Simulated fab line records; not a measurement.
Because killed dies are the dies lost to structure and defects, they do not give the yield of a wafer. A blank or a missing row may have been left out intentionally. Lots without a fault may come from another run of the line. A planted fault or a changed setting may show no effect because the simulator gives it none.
Split-lot study | flow n5 finfet | 21 wafers read from 7 lots, route of 1938 steps

## SPLIT DETAILS
At N5_BEOL_M7_COAT_71 (time 60 s, resist thk 5 nm), the setting spin rpm was moved away from the recipe's 1500 rpm on 8 of the 21 wafers read, by -9.9% to +9.1%. For the rest of the wafers, this setting stayed at what the recipe calls for.

## FROM THE SPLIT TO THE READING: what the file shows between them, 5 steps
- N5_BEOL_M7_EXPOSE_25: exposes mask V6, target cd 40 nm (also split here: dose mj)
- N5_BEOL_M7_PEB_26: peb time 60 s
- N5_BEOL_M7_DEVELOP_27: develop time 30 s
- N5_BEOL_M7_CD_MEAS_28: target cd 40 nm
- N5_BEOL_M7_DESCUM_33: chemistry O2, time 7 s

## THE READING
etch.depth nm (the simulator's own value, which no gauge read), in nm, at N5_BEOL_M7_ETCH_72 (etches underlayer in N2/H2, target depth 6.5 nm, time 5.2 s). The file does not state a usual value for it. Average 5.012 nm, standard deviation 0.0089 nm, over the 13 wafers here run with the recipe.

wafer  | tool, chamber at the split | spin rpm as run, rpm | against the recipe | etch.depth nm, nm | against lot-mates on the recipe
L081.1 | litho track-02, 0          | 1500                 | recipe             | 5.027             | -
L081.2 | litho track-02, 0          | 1500                 | recipe             | 5.018             | -
L081.3 | litho track-02, 0          | 1500                 | recipe             | 5.024             | -
L083.2 | litho track-02, 0          | 1500                 | recipe             | 5.012             | -
L083.3 | litho track-02, 0          | 1500                 | recipe             | 5.001             | -
L083.6 | litho track-02, 0          | 1500                 | recipe             | 5.004             | -
L082.2 | litho track-03, 0          | 1500                 | recipe             | 5.017             | -
L082.4 | litho track-03, 0          | 1500                 | recipe             | 5.018             | -
L082.6 | litho track-03, 0          | 1500                 | recipe             | 5.011             | -
L085.1 | litho track-03, 0          | 1637                 | +9.1%              | 4.779             | -0.218
L085.2 | litho track-03, 0          | 1500                 | recipe             | 4.997             | -
L085.5 | litho track-03, 0          | 1637                 | +9.1%              | 4.787             | -0.210
L087.3 | litho track-04, 0          | 1390                 | -7.3%              | 5.206             | +0.196
L087.4 | litho track-04, 0          | 1390                 | -7.3%              | 5.212             | +0.202
L087.5 | litho track-04, 0          | 1500                 | recipe             | 5.01              | -
L091.1 | litho track-02, 0          | 1352                 | -9.9%              | 5.274             | +0.274
L091.2 | litho track-02, 0          | 1352                 | -9.9%              | 5.267             | +0.267
L091.6 | litho track-02, 0          | 1500                 | recipe             | 5                 | -
L093.3 | litho track-03, 0          | 1500                 | recipe             | 5.012             | -
L093.4 | litho track-03, 0          | 1443                 | -3.8%              | 5.124             | +0.112
L093.5 | litho track-03, 0          | 1443                 | -3.8%              | 5.115             | +0.103

FIT RESULTS
A straight line over all 21 wafers: etch.depth nm changes by -0.026 nm for each +1% of spin rpm; r = -1.00; the points scatter about the line by 0.0087 nm.
The same after taking each lot's own level away (the mean of its wafers on the recipe; 21 wafers): -0.0258 nm for each +1%; r = -1.00; scatter 0.0087 nm.
According to that fit, moving spin rpm by its largest amount changes the reading by 0.25 nm.
The lots' own levels span 4.9970 to 5.0230 nm, that is 2.9 times the standard deviation above.
Consequently the slope shifts little with the lot-to-lot level, the two slopes agreeing.
Check: +0.256 nm against its lot-mates is what the line predicts for one of the wafers moved furthest among these (-9.9%) when that wafer is left out of the fit. It came out at +0.274 nm against them.

## THE OTHER SPLITS THESE WAFERS WENT THROUGH
These wafers also went through other splits before the reading. Each is held against what the fit with the lots' levels taken away leaves over:
other split on the same wafers   | wafers away from the commonest value | r with etch.depth nm (lot level and that fit taken away)
N5_BEOL_M5_EXPOSE_25 dose mj     | 6                                    | -0.19
N5_BEOL_M5_TRENCH_ETCH_37 bias w | 8                                    | +0.26
N5_BEOL_M6_ETCH_66 bias w        | 4                                    | -0.03
N5_BEOL_M7_EXPOSE_25 dose mj     | 10                                   | +0.29

## THE FILE'S OWN FIT
etch.depth nm changes by -0.026 nm for each +1% of spin rpm, r = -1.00.
